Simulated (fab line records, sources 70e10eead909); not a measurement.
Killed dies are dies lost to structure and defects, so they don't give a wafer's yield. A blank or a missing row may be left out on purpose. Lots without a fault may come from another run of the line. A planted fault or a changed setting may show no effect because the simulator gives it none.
Chamber matching | flow nand_harc | NHARC_A_ZERO_WELL_DESCUM_12 on rie_diel-13: 4 sister chambers
The step chemistry O2, time 3 s. 4 wafers are shown with their chamber, then 10 later ones without.

WAFERS WITH THEIR CHAMBER
wafer  | chamber | drypump_motor_current_A (A)
L879.6 | 2       | 6.1
L888.1 | 0       | 5.8
L892.1 | 3       | 5.2
L892.5 | 1       | 6.3

WAFERS WITHOUT THEIR CHAMBER
wafer  | drypump_motor_current_A (A)
L892.6 | 6.2
L896.2 | 6.2
L896.4 | 5.2
L896.5 | 6.2
L897.1 | 6.3
L897.2 | 6.2
L897.4 | 5.8
L898.1 | 5.2
L898.2 | 6.3
L898.3 | 6.1

WHICH CHAMBER EACH WENT THROUGH
wafer  | from the rows above     | in truth
L892.6 | can't be placed: 1 or 2 | 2
L896.2 | can't be placed: 1 or 2 | 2
L896.4 | 3                       | 3
L896.5 | can't be placed: 1 or 2 | 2
L897.1 | 1                       | 1
L897.2 | can't be placed: 1 or 2 | 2
L897.4 | 0                       | 0
L898.1 | 3                       | 3
L898.2 | 1                       | 1
L898.3 | 2                       | 2
Placed correctly: 6 of 10. Can't be placed from these rows: 4 (the true chamber is among the candidates in 4). Placed wrongly: 0.
How it was worked out, from the rows above alone: a wafer's distance from a chamber is the root of the sum, over the readings, of the square of ((its reading less the chamber's mean) divided by the reading's scatter). The wafer belongs to the nearest chamber; if the next one is less than 2 further off, it can't be placed. A chamber's mean is the mean of its shown wafers. The scatter: with one shown wafer a chamber, the root of the mean of the squares of how far each hidden wafer lies from its nearest shown one.
